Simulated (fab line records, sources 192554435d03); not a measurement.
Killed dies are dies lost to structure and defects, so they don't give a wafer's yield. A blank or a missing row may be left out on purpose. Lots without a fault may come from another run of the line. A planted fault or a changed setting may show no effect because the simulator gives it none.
Split-lot experiment | flow n5_finfet | 7 lots, 21 wafers read, on a route of 1938 steps

THE SPLIT
At N5_PASSIVATION_EXPOSE_27 (exposes mask PAD, defocus 0 nm), the setting dose_mj was moved away from the recipe's 32.3 on 4 of the 21 wafers read, by -6.0% to +4.4%. The other wafers ran this setting at the recipe's value.

FROM THE SPLIT TO THE READING: what the file shows between them, 3 steps
- N5_PASSIVATION_PEB_28
- N5_PASSIVATION_DEVELOP_29: develop time 60 s
- N5_PASSIVATION_HARDBAKE_31: time 120 s

THE READING
cd_nm, in nm, at N5_PASSIVATION_CD_MEAS_30 (target cd 4000 nm). Fault-free wafers of this fab line usually give 3999.1 nm, standard deviation 2.1 nm.

wafer  | tool, chamber at the split | dose_mj as run | against the recipe | cd_nm, nm | against lot-mates on the recipe
L074.4 | krf_scanner-01, 0          | 33.73          | +4.4%              | 4008.3    | +8.1
L074.5 | krf_scanner-01, 0          | 32.3           | recipe             | 4001.1    | -
L074.6 | krf_scanner-01, 0          | 32.3           | recipe             | 3999.3    | -
L084.2 | krf_scanner-01, 0          | 32.3           | recipe             | 3996.8    | -
L084.4 | krf_scanner-01, 0          | 32.3           | recipe             | 3997.9    | -
L084.6 | krf_scanner-01, 0          | 32.3           | recipe             | 4001.0    | -
L081.1 | krf_scanner-02, 0          | 32.3           | recipe             | 3999.3    | -
L081.5 | krf_scanner-02, 0          | 32.3           | recipe             | 4000.7    | -
L081.6 | krf_scanner-02, 0          | 33.65          | +4.2%              | 4004.5    | +4.5
L086.2 | krf_scanner-01, 0          | 32.3           | recipe             | 3999.9    | -
L086.3 | krf_scanner-01, 0          | 32.3           | recipe             | 3998.8    | -
L086.4 | krf_scanner-01, 0          | 32.3           | recipe             | 3997.7    | -
L088.2 | krf_scanner-02, 0          | 32.3           | recipe             | 4000.4    | -
L088.4 | krf_scanner-02, 0          | 30.36          | -6.0%              | 3986.2    | -12.5
L088.6 | krf_scanner-02, 0          | 32.3           | recipe             | 3996.9    | -
L093.1 | krf_scanner-02, 0          | 32.3           | recipe             | 3999.6    | -
L093.2 | krf_scanner-02, 0          | 32.3           | recipe             | 3998.5    | -
L093.3 | krf_scanner-02, 0          | 32.3           | recipe             | 4000.0    | -
L094.2 | krf_scanner-02, 0          | 31.48          | -2.5%              | 3993.7    | -3.9
L094.3 | krf_scanner-02, 0          | 32.3           | recipe             | 3999.2    | -
L094.4 | krf_scanner-02, 0          | 32.3           | recipe             | 3996.1    | -

THE FIT
A straight line over all 21 wafers: cd_nm changes by +1.94 nm for each +1% of dose_mj; r = +0.93; the points scatter about the line by 1.5 nm.
The same after taking each lot's own level away (the mean of its wafers on the recipe; 21 wafers): +1.75 nm for each +1%; r = +0.93; scatter 1.4 nm.
On that fit, the largest move of dose_mj shifts the reading by 11 nm.
The lots' own levels span 3997.65 to 4000.20 nm, that is 1.2 times the standard deviation above.
So the lot-to-lot level changes the slope: the two fits differ.
Check: with one of the wafers moved furthest among these (-6.0%) left out of the fit, the line predicts -8.97 nm for it against its lot-mates. It came out at -12.5 nm against them.

OTHER SPLITS ON THESE WAFERS
These wafers also went through other splits before the reading. Each is held against what the fit with the lots' levels taken away leaves over:
other split on the same wafers    | wafers away from the commonest value | r with cd_nm (lot level and that fit taken away)
N5_BEOL_M12_SPUTTER_44 power_w    | 7                                    | -0.22
N5_BEOL_M14_ETCH_68 time_s        | 7                                    | +0.39
N5_BEOL_M15_COAT_22 spin_rpm      | 5                                    | +0.20
N5_BEOL_M15_TRENCH_ETCH_34 bias_w | 7                                    | -0.05
N5_PASSIVATION_ETCH_15 bias_w     | 5                                    | +0.01

THE FILE'S OWN FIT
cd_nm changes by +1.75 nm for each +1% of dose_mj, r = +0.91.
